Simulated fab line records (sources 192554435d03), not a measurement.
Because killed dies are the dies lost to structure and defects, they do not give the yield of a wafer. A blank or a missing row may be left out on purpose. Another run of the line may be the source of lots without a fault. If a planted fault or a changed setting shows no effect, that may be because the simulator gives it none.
fab line records || flow n5_finfet
record {"lots": 7, "wafers": 39}
route steps=1938 shown GATE_CUT@500 MOL_CONTACT_COAG@541
start_h: the number of hours between the record's first day and the start of the first shown wafer of the lot || wait_h: hours since the lot's step before || " identical to the entry in the row above || L1.1+2: several wafers, shown together as one row || - value missing, or start not given || * or withheld: withheld || < > ~ a bound
route shown NAME@n: names a module that has steps shown in the file, with the first one's number in the route || usual: mean/standard deviation of fault-free wafers || same: alike in all rows || chamber/n: place in a boat || sites: readings site by site || _std_site: standard deviation across them || _edge_site: the outer-site mean with the inner-site mean subtracted || radius_mm: how far each site lies from the wafer's centre || mask NAME#n: copy n || behind: the tool/chamber that last shaped the wafer || hold: the reason the lot was held/the length of the hold in hours/how it ended || device: names the non-switching transistor (n, p or np) || end of line: at the end of the route, the tests of the same wafers || a step given without rows: its recipe and nothing more || killed: dies lost to structure and defects at the first sort, not the wafer's yield || map: a wafer's dies, marking killed ones x, the rest . and places with no die _
set.NAME: the run value of the setting; set.NAME@STEP: its run value at that earlier step || model.NAME: the simulator's own value behind a step, which no gauge read
lots whose settings were changed on purpose; a table a step, a row a wafer
## steps
# step N5_GATE_CUT_CUT_ETCH_53
# recipe {"chemistry": "SF6/Cl2", "target": "W", "mask_material": "SiO2", "target_depth_a": 792, "pressure_mtorr": 8, "icp_w": 900, "bias_w": 80, "SF6_flow_sccm": 40, "Cl2_flow_sccm": 60, "ends": "cleared"}
# usual {"etch_rf_on_time_s": "26.2/0.44"}
{"lot.wafer": "L076.1", "tool": "rie_metal-01", "chamber": 0, "start_h": 100.12, "wait_h": 0.1, "set.icp_w": 900, "etch_rf_on_time_s": 26.7}
{"lot.wafer": "L076.2", "tool": "rie_metal-01", "chamber": 1, "start_h": 100.12, "wait_h": 0.1, "set.icp_w": 900, "etch_rf_on_time_s": 25.8}
{"lot.wafer": "L076.3", "tool": "rie_metal-01", "chamber": 1, "start_h": 100.12, "wait_h": 0.1, "set.icp_w": 900, "etch_rf_on_time_s": 25.9}
{"lot.wafer": "L076.4", "tool": "rie_metal-01", "chamber": 0, "start_h": 100.12, "wait_h": 0.1, "set.icp_w": 900, "etch_rf_on_time_s": 26.6}
{"lot.wafer": "L076.5", "tool": "rie_metal-01", "chamber": 1, "start_h": 100.12, "wait_h": 0.1, "set.icp_w": 900, "etch_rf_on_time_s": 25.9}
{"lot.wafer": "L076.6", "tool": "rie_metal-01", "chamber": 0, "start_h": 100.12, "wait_h": 0.1, "set.icp_w": 900, "etch_rf_on_time_s": 26.8}
{"lot.wafer": "L080.1", "tool": "rie_metal-02", "chamber": 1, "start_h": 122.69, "wait_h": 0.1, "set.icp_w": 900, "etch_rf_on_time_s": 26.5}
{"lot.wafer": "L080.2", "tool": "rie_metal-02", "chamber": 0, "start_h": 122.69, "wait_h": 0.1, "set.icp_w": 766.8, "etch_rf_on_time_s": 29.5}
{"lot.wafer": "L080.3", "tool": "rie_metal-02", "chamber": 0, "start_h": 122.69, "wait_h": 0.1, "set.icp_w": 900, "etch_rf_on_time_s": 25.7}
{"lot.wafer": "L080.4", "tool": "rie_metal-02", "chamber": 1, "start_h": 122.69, "wait_h": 0.1, "set.icp_w": 766.8, "etch_rf_on_time_s": 30.5}
{"lot.wafer": "L080.5", "tool": "rie_metal-02", "chamber": 1, "start_h": 122.69, "wait_h": 0.1, "set.icp_w": 900, "etch_rf_on_time_s": 27.0}
{"lot.wafer": "L080.6", "tool": "rie_metal-02", "chamber": 0, "start_h": 122.69, "wait_h": 0.1, "set.icp_w": 766.8, "etch_rf_on_time_s": 29.2}
{"lot.wafer": "L085.3", "tool": "rie_metal-03", "chamber": 0, "start_h": 152.19, "wait_h": 0.1, "set.icp_w": 900, "etch_rf_on_time_s": 25.9}
{"lot.wafer": "L085.4", "tool": "rie_metal-03", "chamber": 1, "start_h": 152.19, "wait_h": 0.1, "set.icp_w": 900, "etch_rf_on_time_s": 26.7}
{"lot.wafer": "L085.6", "tool": "rie_metal-03", "chamber": 0, "start_h": 152.19, "wait_h": 0.1, "set.icp_w": 900, "etch_rf_on_time_s": 25.8}
{"lot.wafer": "L086.1", "tool": "rie_metal-03", "chamber": 0, "start_h": 160.62, "wait_h": 0.1, "set.icp_w": 753.8, "etch_rf_on_time_s": 30.3}
{"lot.wafer": "L086.2", "tool": "rie_metal-03", "chamber": 1, "start_h": 160.62, "wait_h": 0.1, "set.icp_w": 753.8, "etch_rf_on_time_s": 30.8}
{"lot.wafer": "L086.3", "tool": "rie_metal-03", "chamber": 1, "start_h": 160.62, "wait_h": 0.1, "set.icp_w": 900, "etch_rf_on_time_s": 26.5}
{"lot.wafer": "L086.4", "tool": "rie_metal-03", "chamber": 0, "start_h": 160.62, "wait_h": 0.1, "set.icp_w": 753.8, "etch_rf_on_time_s": 30.0}
{"lot.wafer": "L086.5", "tool": "rie_metal-03", "chamber": 0, "start_h": 160.62, "wait_h": 0.1, "set.icp_w": 900, "etch_rf_on_time_s": 26.1}
{"lot.wafer": "L086.6", "tool": "rie_metal-03", "chamber": 1, "start_h": 160.62, "wait_h": 0.1, "set.icp_w": 900, "etch_rf_on_time_s": 26.8}
{"lot.wafer": "L090.1", "tool": "rie_metal-01", "chamber": 0, "start_h": 182.60, "wait_h": 0.1, "set.icp_w": 900, "etch_rf_on_time_s": 26.9}
{"lot.wafer": "L090.2", "tool": "rie_metal-01", "chamber": 1, "start_h": 182.60, "wait_h": 0.1, "set.icp_w": 900, "etch_rf_on_time_s": 25.7}
{"lot.wafer": "L090.3", "tool": "rie_metal-01", "chamber": 1, "start_h": 182.60, "wait_h": 0.1, "set.icp_w": 900, "etch_rf_on_time_s": 25.6}
{"lot.wafer": "L090.4", "tool": "rie_metal-01", "chamber": 0, "start_h": 182.60, "wait_h": 0.1, "set.icp_w": 900, "etch_rf_on_time_s": 26.8}
{"lot.wafer": "L090.5", "tool": "rie_metal-01", "chamber": 0, "start_h": 182.60, "wait_h": 0.1, "set.icp_w": 900, "etch_rf_on_time_s": 26.7}
{"lot.wafer": "L090.6", "tool": "rie_metal-01", "chamber": 1, "start_h": 182.60, "wait_h": 0.1, "set.icp_w": 900, "etch_rf_on_time_s": 25.6}
{"lot.wafer": "L093.1", "tool": "rie_metal-01", "chamber": 1, "start_h": 202.67, "wait_h": 0.1, "set.icp_w": 960.1, "etch_rf_on_time_s": 24.4}
{"lot.wafer": "L093.2", "tool": "rie_metal-01", "chamber": 0, "start_h": 202.67, "wait_h": 0.1, "set.icp_w": 960.1, "etch_rf_on_time_s": 25.2}
{"lot.wafer": "L093.3", "tool": "rie_metal-01", "chamber": 0, "start_h": 202.67, "wait_h": 0.1, "set.icp_w": 900, "etch_rf_on_time_s": 26.6}
{"lot.wafer": "L093.4", "tool": "rie_metal-01", "chamber": 1, "start_h": 202.67, "wait_h": 0.1, "set.icp_w": 900, "etch_rf_on_time_s": 25.7}
{"lot.wafer": "L093.5", "tool": "rie_metal-01", "chamber": 1, "start_h": 202.67, "wait_h": 0.1, "set.icp_w": 960.1, "etch_rf_on_time_s": 24.4}
{"lot.wafer": "L093.6", "tool": "rie_metal-01", "chamber": 0, "start_h": 202.67, "wait_h": 0.1, "set.icp_w": 900, "etch_rf_on_time_s": 26.7}
{"lot.wafer": "L096.1", "tool": "rie_metal-01", "chamber": 0, "start_h": 218.94, "wait_h": 0.1, "set.icp_w": 900, "etch_rf_on_time_s": 26.6}
{"lot.wafer": "L096.2", "tool": "rie_metal-01", "chamber": 1, "start_h": 218.94, "wait_h": 0.1, "set.icp_w": 900, "etch_rf_on_time_s": 25.7}
{"lot.wafer": "L096.3", "tool": "rie_metal-01", "chamber": 0, "start_h": 218.94, "wait_h": 0.1, "set.icp_w": 900, "etch_rf_on_time_s": 26.4}
{"lot.wafer": "L096.4", "tool": "rie_metal-01", "chamber": 1, "start_h": 218.94, "wait_h": 0.1, "set.icp_w": 900, "etch_rf_on_time_s": 25.9}
{"lot.wafer": "L096.5", "tool": "rie_metal-01", "chamber": 1, "start_h": 218.94, "wait_h": 0.1, "set.icp_w": 900, "etch_rf_on_time_s": 25.9}
{"lot.wafer": "L096.6", "tool": "rie_metal-01", "chamber": 0, "start_h": 218.94, "wait_h": 0.1, "set.icp_w": 900, "etch_rf_on_time_s": 26.6}
# step N5_GATE_CUT_CUT_ETCH_54
# recipe {"chemistry": "Cl2/BCl3", "target": "TiN", "mask_material": "SiO2", "target_depth_a": 967, "pressure_mtorr": 10, "icp_w": 1000, "bias_w": 126, "Cl2_flow_sccm": 53.25, "bcl3_flow_sccm": 21.75, "Ar_flow_sccm": 25, "ends": "cleared"}
# usual {"etch_rf_on_time_s": "36.6/0.7"}
{"lot.wafer": "L076.1", "tool": "rie_metal-01", "chamber": 0, "start_h": 100.18, "wait_h": 0.0, "set.icp_w": 1000, "etch_rf_on_time_s": 37.5}
{"lot.wafer": "L076.2", "tool": "rie_metal-01", "chamber": 1, "start_h": 100.18, "wait_h": 0.0, "set.icp_w": 902.3, "etch_rf_on_time_s": 39.8}
{"lot.wafer": "L076.3", "tool": "rie_metal-01", "chamber": 1, "start_h": 100.18, "wait_h": 0.0, "set.icp_w": 1000, "etch_rf_on_time_s": 36.5}
{"lot.wafer": "L076.4", "tool": "rie_metal-01", "chamber": 0, "start_h": 100.18, "wait_h": 0.0, "set.icp_w": 1000, "etch_rf_on_time_s": 37.5}
{"lot.wafer": "L076.5", "tool": "rie_metal-01", "chamber": 1, "start_h": 100.18, "wait_h": 0.0, "set.icp_w": 902.3, "etch_rf_on_time_s": 39.9}
{"lot.wafer": "L076.6", "tool": "rie_metal-01", "chamber": 0, "start_h": 100.18, "wait_h": 0.0, "set.icp_w": 902.3, "etch_rf_on_time_s": 41.2}
{"lot.wafer": "L080.1", "tool": "rie_metal-02", "chamber": 1, "start_h": 122.75, "wait_h": 0.0, "set.icp_w": 849, "etch_rf_on_time_s": 43.7}
{"lot.wafer": "L080.2", "tool": "rie_metal-02", "chamber": 0, "start_h": 122.75, "wait_h": 0.0, "set.icp_w": 849, "etch_rf_on_time_s": 41.5}
{"lot.wafer": "L080.3", "tool": "rie_metal-02", "chamber": 0, "start_h": 122.75, "wait_h": 0.0, "set.icp_w": 1000, "etch_rf_on_time_s": 36.2}
{"lot.wafer": "L080.4", "tool": "rie_metal-02", "chamber": 1, "start_h": 122.75, "wait_h": 0.0, "set.icp_w": 1000, "etch_rf_on_time_s": 37.4}
{"lot.wafer": "L080.5", "tool": "rie_metal-02", "chamber": 1, "start_h": 122.75, "wait_h": 0.0, "set.icp_w": 1000, "etch_rf_on_time_s": 38.1}
{"lot.wafer": "L080.6", "tool": "rie_metal-02", "chamber": 0, "start_h": 122.75, "wait_h": 0.0, "set.icp_w": 849, "etch_rf_on_time_s": 42.1}
{"lot.wafer": "L085.3", "tool": "rie_metal-03", "chamber": 0, "start_h": 152.25, "wait_h": 0.0, "set.icp_w": 1000, "etch_rf_on_time_s": 36.1}
{"lot.wafer": "L085.4", "tool": "rie_metal-03", "chamber": 1, "start_h": 152.25, "wait_h": 0.0, "set.icp_w": 1000, "etch_rf_on_time_s": 37.1}
{"lot.wafer": "L085.6", "tool": "rie_metal-03", "chamber": 0, "start_h": 152.25, "wait_h": 0.0, "set.icp_w": 1000, "etch_rf_on_time_s": 35.7}
{"lot.wafer": "L086.1", "tool": "rie_metal-03", "chamber": 0, "start_h": 160.68, "wait_h": 0.0, "set.icp_w": 1000, "etch_rf_on_time_s": 36.2}
{"lot.wafer": "L086.2", "tool": "rie_metal-03", "chamber": 1, "start_h": 160.68, "wait_h": 0.0, "set.icp_w": 844.5, "etch_rf_on_time_s": 43.0}
{"lot.wafer": "L086.3", "tool": "rie_metal-03", "chamber": 1, "start_h": 160.68, "wait_h": 0.0, "set.icp_w": 1000, "etch_rf_on_time_s": 37.2}
{"lot.wafer": "L086.4", "tool": "rie_metal-03", "chamber": 0, "start_h": 160.68, "wait_h": 0.0, "set.icp_w": 1000, "etch_rf_on_time_s": 36.2}
{"lot.wafer": "L086.5", "tool": "rie_metal-03", "chamber": 0, "start_h": 160.68, "wait_h": 0.0, "set.icp_w": 844.5, "etch_rf_on_time_s": 42.0}
{"lot.wafer": "L086.6", "tool": "rie_metal-03", "chamber": 1, "start_h": 160.68, "wait_h": 0.0, "set.icp_w": 844.5, "etch_rf_on_time_s": 43.3}
{"lot.wafer": "L090.1", "tool": "rie_metal-01", "chamber": 0, "start_h": 182.66, "wait_h": 0.0, "set.icp_w": 901.3, "etch_rf_on_time_s": 40.7}
{"lot.wafer": "L090.2", "tool": "rie_metal-01", "chamber": 1, "start_h": 182.66, "wait_h": 0.0, "set.icp_w": 1000, "etch_rf_on_time_s": 35.6}
{"lot.wafer": "L090.3", "tool": "rie_metal-01", "chamber": 1, "start_h": 182.66, "wait_h": 0.0, "set.icp_w": 1000, "etch_rf_on_time_s": 35.8}
{"lot.wafer": "L090.4", "tool": "rie_metal-01", "chamber": 0, "start_h": 182.66, "wait_h": 0.0, "set.icp_w": 1000, "etch_rf_on_time_s": 37.1}
{"lot.wafer": "L090.5", "tool": "rie_metal-01", "chamber": 0, "start_h": 182.66, "wait_h": 0.0, "set.icp_w": 901.3, "etch_rf_on_time_s": 40.8}
{"lot.wafer": "L090.6", "tool": "rie_metal-01", "chamber": 1, "start_h": 182.66, "wait_h": 0.0, "set.icp_w": 901.3, "etch_rf_on_time_s": 38.9}
{"lot.wafer": "L093.1", "tool": "rie_metal-01", "chamber": 1, "start_h": 202.73, "wait_h": 0.0, "set.icp_w": 1000, "etch_rf_on_time_s": 35.3}
{"lot.wafer": "L093.2", "tool": "rie_metal-01", "chamber": 0, "start_h": 202.73, "wait_h": 0.0, "set.icp_w": 1175, "etch_rf_on_time_s": 31.9}
{"lot.wafer": "L093.3", "tool": "rie_metal-01", "chamber": 0, "start_h": 202.73, "wait_h": 0.0, "set.icp_w": 1000, "etch_rf_on_time_s": 37.0}
{"lot.wafer": "L093.4", "tool": "rie_metal-01", "chamber": 1, "start_h": 202.73, "wait_h": 0.0, "set.icp_w": 1000, "etch_rf_on_time_s": 35.4}
{"lot.wafer": "L093.5", "tool": "rie_metal-01", "chamber": 1, "start_h": 202.73, "wait_h": 0.0, "set.icp_w": 1175, "etch_rf_on_time_s": 30.8}
{"lot.wafer": "L093.6", "tool": "rie_metal-01", "chamber": 0, "start_h": 202.73, "wait_h": 0.0, "set.icp_w": 1175, "etch_rf_on_time_s": 31.9}
{"lot.wafer": "L096.1", "tool": "rie_metal-01", "chamber": 0, "start_h": 219.00, "wait_h": 0.0, "set.icp_w": 1000, "etch_rf_on_time_s": 37.1}
{"lot.wafer": "L096.2", "tool": "rie_metal-01", "chamber": 1, "start_h": 219.00, "wait_h": 0.0, "set.icp_w": 945.7, "etch_rf_on_time_s": 38.4}
{"lot.wafer": "L096.3", "tool": "rie_metal-01", "chamber": 0, "start_h": 219.00, "wait_h": 0.0, "set.icp_w": 1000, "etch_rf_on_time_s": 37.4}
{"lot.wafer": "L096.4", "tool": "rie_metal-01", "chamber": 1, "start_h": 219.00, "wait_h": 0.0, "set.icp_w": 945.7, "etch_rf_on_time_s": 37.9}
{"lot.wafer": "L096.5", "tool": "rie_metal-01", "chamber": 1, "start_h": 219.00, "wait_h": 0.0, "set.icp_w": 945.7, "etch_rf_on_time_s": 38.0}
{"lot.wafer": "L096.6", "tool": "rie_metal-01", "chamber": 0, "start_h": 219.00, "wait_h": 0.0, "set.icp_w": 1000, "etch_rf_on_time_s": 37.6}
# step N5_MOL_CONTACT_COAG_IMPLANT_129
# recipe {"species": "Ge", "energy_kev": 3, "dose_cm2": 6e+14, "tilt_deg": 0, "rotation_deg": 0}
{"lot.wafer": "L076.1+3+5", "tool": "implanter-02", "chamber": 0, "start_h": 104.89, "wait_h": 0.0, "set.energy_kev": 2.303, "model.implant.rp_nm": 5.174, "model.implant.drp_nm": 1.812}
{"lot.wafer": "L076.2+4+6", "tool": "implanter-02", "chamber": 0, "start_h": 104.89, "wait_h": 0.0, "set.energy_kev": 3, "model.implant.rp_nm": 5.984, "model.implant.drp_nm": 2.134}
{"lot.wafer": "L080.1+4+6", "tool": "implanter-01", "chamber": 0, "start_h": 126.51, "wait_h": 0.0, "set.energy_kev": 3, "model.implant.rp_nm": 5.98, "model.implant.drp_nm": 2.134}
{"lot.wafer": "L080.2+3+5", "tool": "implanter-01", "chamber": 0, "start_h": 126.51, "wait_h": 0.0, "set.energy_kev": 3.821, "model.implant.rp_nm": 6.855, "model.implant.drp_nm": 2.48}
{"lot.wafer": "L085.3+4+6", "tool": "implanter-01", "chamber": 0, "start_h": 156.21, "wait_h": 0.1, "set.energy_kev": 3, "model.implant.rp_nm": 6.283, "model.implant.drp_nm": 2.134}
{"lot.wafer": "L086.1+2+5", "tool": "implanter-02", "chamber": 0, "start_h": 164.53, "wait_h": 0.0, "set.energy_kev": 2.47, "model.implant.rp_nm": 5.408, "model.implant.drp_nm": 1.892}
{"lot.wafer": "L086.3+4+6", "tool": "implanter-02", "chamber": 0, "start_h": 164.53, "wait_h": 0.0, "set.energy_kev": 3, "model.implant.rp_nm": 6.021, "model.implant.drp_nm": 2.134}
{"lot.wafer": "L090.1+2+5", "tool": "implanter-02", "chamber": 0, "start_h": 190.17, "wait_h": 0.0, "set.energy_kev": 3, "model.implant.rp_nm": 6.075, "model.implant.drp_nm": 2.134}
{"lot.wafer": "L090.3+4+6", "tool": "implanter-02", "chamber": 0, "start_h": 190.17, "wait_h": 0.0, "set.energy_kev": 3.713, "model.implant.rp_nm": 6.851, "model.implant.drp_nm": 2.436}
{"lot.wafer": "L093.1+2+6", "tool": "implanter-02", "chamber": 0, "start_h": 206.52, "wait_h": 0.0, "set.energy_kev": 2.106, "model.implant.rp_nm": 4.961, "model.implant.drp_nm": 1.716}
{"lot.wafer": "L093.3+4+5", "tool": "implanter-02", "chamber": 0, "start_h": 206.52, "wait_h": 0.0, "set.energy_kev": 3, "model.implant.rp_nm": 6.021, "model.implant.drp_nm": 2.134}
{"lot.wafer": "L096.1+4+6", "tool": "implanter-02", "chamber": 0, "start_h": 222.76, "wait_h": 0.0, "set.energy_kev": 3.771, "model.implant.rp_nm": 7.137, "model.implant.drp_nm": 2.46}
{"lot.wafer": "L096.2+3+5", "tool": "implanter-02", "chamber": 0, "start_h": 222.76, "wait_h": 0.0, "set.energy_kev": 3, "model.implant.rp_nm": 6.274, "model.implant.drp_nm": 2.134}
# step N5_MOL_CONTACT_COAG_VIA_ETCH_46
# recipe {"chemistry": "C4F6/O2", "target_depth_a": 460, "overetch_a": 92, "mask_material": "SOC", "target": "SiO2", "bias_w": 455, "pressure_mtorr": 10, "time_s": 40, "source_w": 325, "Ar_flow_sccm": 300, "C4F6_flow_sccm": 10, "O2_flow_sccm": 10, "ion_energy_ev": 575.3, "ends": "end_point"}
# usual {"rf_vpp_V": "1573/27"}
{"lot.wafer": "L076.1", "tool": "rie_diel-03", "chamber": 2, "start_h": 117.40, "wait_h": 0.0, "set.bias_w": 455, "rf_vpp_V": 1541}
{"lot.wafer": "L076.2", "tool": "rie_diel-03", "chamber": 1, "start_h": 117.40, "wait_h": 0.0, "set.bias_w": 455, "rf_vpp_V": 1552}
{"lot.wafer": "L076.3", "tool": "rie_diel-03", "chamber": 3, "start_h": 117.40, "wait_h": 0.0, "set.bias_w": 455, "rf_vpp_V": 1626}
{"lot.wafer": "L076.4", "tool": "rie_diel-03", "chamber": 0, "start_h": 117.40, "wait_h": 0.0, "set.bias_w": 508.9, "rf_vpp_V": 1719}
{"lot.wafer": "L076.5", "tool": "rie_diel-03", "chamber": 0, "start_h": 117.40, "wait_h": 0.0, "set.bias_w": 508.9, "rf_vpp_V": 1719}
{"lot.wafer": "L076.6", "tool": "rie_diel-03", "chamber": 1, "start_h": 117.40, "wait_h": 0.0, "set.bias_w": 508.9, "rf_vpp_V": 1688}
{"lot.wafer": "L080.1", "tool": "rie_diel-03", "chamber": 2, "start_h": 136.74, "wait_h": 0.0, "set.bias_w": 455, "rf_vpp_V": 1542}
{"lot.wafer": "L080.2", "tool": "rie_diel-03", "chamber": 3, "start_h": 136.74, "wait_h": 0.0, "set.bias_w": 455, "rf_vpp_V": 1626}
{"lot.wafer": "L080.3", "tool": "rie_diel-03", "chamber": 0, "start_h": 136.74, "wait_h": 0.0, "set.bias_w": 455, "rf_vpp_V": 1582}
{"lot.wafer": "L080.4", "tool": "rie_diel-03", "chamber": 1, "start_h": 136.74, "wait_h": 0.0, "set.bias_w": 455, "rf_vpp_V": 1553}
{"lot.wafer": "L080.5", "tool": "rie_diel-03", "chamber": 3, "start_h": 136.74, "wait_h": 0.0, "set.bias_w": 455, "rf_vpp_V": 1625}
{"lot.wafer": "L080.6", "tool": "rie_diel-03", "chamber": 2, "start_h": 136.74, "wait_h": 0.0, "set.bias_w": 455, "rf_vpp_V": 1539}
{"lot.wafer": "L085.3", "tool": "rie_diel-01", "chamber": 3, "start_h": 167.29, "wait_h": 0.0, "set.bias_w": 455, "rf_vpp_V": 1574}
{"lot.wafer": "L085.4", "tool": "rie_diel-01", "chamber": 2, "start_h": 167.29, "wait_h": 0.0, "set.bias_w": 455, "rf_vpp_V": 1623}
{"lot.wafer": "L085.6", "tool": "rie_diel-01", "chamber": 1, "start_h": 167.29, "wait_h": 0.0, "set.bias_w": 455, "rf_vpp_V": 1550}
{"lot.wafer": "L086.1", "tool": "rie_diel-03", "chamber": 2, "start_h": 173.61, "wait_h": 0.0, "set.bias_w": 509.2, "rf_vpp_V": 1674}
{"lot.wafer": "L086.2", "tool": "rie_diel-03", "chamber": 3, "start_h": 173.61, "wait_h": 0.0, "set.bias_w": 455, "rf_vpp_V": 1627}
{"lot.wafer": "L086.3", "tool": "rie_diel-03", "chamber": 1, "start_h": 173.61, "wait_h": 0.0, "set.bias_w": 455, "rf_vpp_V": 1553}
{"lot.wafer": "L086.4", "tool": "rie_diel-03", "chamber": 0, "start_h": 173.61, "wait_h": 0.0, "set.bias_w": 509.2, "rf_vpp_V": 1719}
{"lot.wafer": "L086.5", "tool": "rie_diel-03", "chamber": 0, "start_h": 173.61, "wait_h": 0.0, "set.bias_w": 455, "rf_vpp_V": 1582}
{"lot.wafer": "L086.6", "tool": "rie_diel-03", "chamber": 3, "start_h": 173.61, "wait_h": 0.0, "set.bias_w": 509.2, "rf_vpp_V": 1766}
{"lot.wafer": "L090.1", "tool": "rie_diel-03", "chamber": 3, "start_h": 198.94, "wait_h": 0.0, "set.bias_w": 518.9, "rf_vpp_V": 1791}
{"lot.wafer": "L090.2", "tool": "rie_diel-03", "chamber": 1, "start_h": 198.94, "wait_h": 0.0, "set.bias_w": 455, "rf_vpp_V": 1552}
{"lot.wafer": "L090.3", "tool": "rie_diel-03", "chamber": 2, "start_h": 198.94, "wait_h": 0.0, "set.bias_w": 518.9, "rf_vpp_V": 1700}
{"lot.wafer": "L090.4", "tool": "rie_diel-03", "chamber": 0, "start_h": 198.94, "wait_h": 0.0, "set.bias_w": 518.9, "rf_vpp_V": 1743}
{"lot.wafer": "L090.5", "tool": "rie_diel-03", "chamber": 1, "start_h": 198.94, "wait_h": 0.0, "set.bias_w": 455, "rf_vpp_V": 1553}
{"lot.wafer": "L090.6", "tool": "rie_diel-03", "chamber": 0, "start_h": 198.94, "wait_h": 0.0, "set.bias_w": 455, "rf_vpp_V": 1581}
{"lot.wafer": "L093.1", "tool": "rie_diel-03", "chamber": 0, "start_h": 214.74, "wait_h": 0.0, "set.bias_w": 455, "rf_vpp_V": 1581}
{"lot.wafer": "L093.2", "tool": "rie_diel-03", "chamber": 2, "start_h": 214.74, "wait_h": 0.0, "set.bias_w": 455, "rf_vpp_V": 1540}
{"lot.wafer": "L093.3", "tool": "rie_diel-03", "chamber": 3, "start_h": 214.74, "wait_h": 0.0, "set.bias_w": 455, "rf_vpp_V": 1624}
{"lot.wafer": "L093.4", "tool": "rie_diel-03", "chamber": 1, "start_h": 214.74, "wait_h": 0.0, "set.bias_w": 455, "rf_vpp_V": 1551}
{"lot.wafer": "L093.5", "tool": "rie_diel-03", "chamber": 0, "start_h": 214.74, "wait_h": 0.0, "set.bias_w": 455, "rf_vpp_V": 1582}
{"lot.wafer": "L093.6", "tool": "rie_diel-03", "chamber": 3, "start_h": 214.74, "wait_h": 0.0, "set.bias_w": 455, "rf_vpp_V": 1626}
{"lot.wafer": "L096.1", "tool": "rie_diel-05", "chamber": 1, "start_h": 233.92, "wait_h": 0.0, "set.bias_w": 455, "rf_vpp_V": 1575}
{"lot.wafer": "L096.2", "tool": "rie_diel-05", "chamber": 3, "start_h": 233.92, "wait_h": 0.0, "set.bias_w": 519.9, "rf_vpp_V": 1740}
{"lot.wafer": "L096.3", "tool": "rie_diel-05", "chamber": 0, "start_h": 233.92, "wait_h": 0.0, "set.bias_w": 519.9, "rf_vpp_V": 1715}
{"lot.wafer": "L096.4", "tool": "rie_diel-05", "chamber": 1, "start_h": 233.92, "wait_h": 0.0, "set.bias_w": 519.9, "rf_vpp_V": 1741}
{"lot.wafer": "L096.5", "tool": "rie_diel-05", "chamber": 3, "start_h": 233.92, "wait_h": 0.0, "set.bias_w": 455, "rf_vpp_V": 1577}
{"lot.wafer": "L096.6", "tool": "rie_diel-05", "chamber": 0, "start_h": 233.92, "wait_h": 0.0, "set.bias_w": 455, "rf_vpp_V": 1552}
## key
split {"step": "N5_GATE_CUT_CUT_ETCH_53", "setting": "icp_w", "stated": 900, "by": "wafer"}
response {"step": "N5_GATE_CUT_CUT_ETCH_53", "reading": "etch_rf_on_time_s", "change": "*", "per": "1%", "r": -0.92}
split {"step": "N5_GATE_CUT_CUT_ETCH_54", "setting": "icp_w", "stated": 1000, "by": "wafer"}
response {"step": "N5_GATE_CUT_CUT_ETCH_54", "reading": "etch_rf_on_time_s", "change": "*", "per": "1%", "r": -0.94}
split {"step": "N5_MOL_CONTACT_COAG_IMPLANT_129", "setting": "energy_kev", "stated": 3, "by": "wafer"}
response {"step": "N5_MOL_CONTACT_COAG_IMPLANT_129", "reading": "model.implant.rp_nm", "change": "+0.0339", "per": "1%", "r": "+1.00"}
response {"step": "N5_MOL_CONTACT_COAG_IMPLANT_129", "reading": "model.implant.drp_nm", "change": "+0.0133", "per": "1%", "r": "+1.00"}
split {"step": "N5_MOL_CONTACT_COAG_VIA_ETCH_46", "setting": "bias_w", "stated": 455, "by": "wafer"}
response {"step": "N5_MOL_CONTACT_COAG_VIA_ETCH_46", "reading": "rf_vpp_V", "change": "+11.8", "per": "1%", "r": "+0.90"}
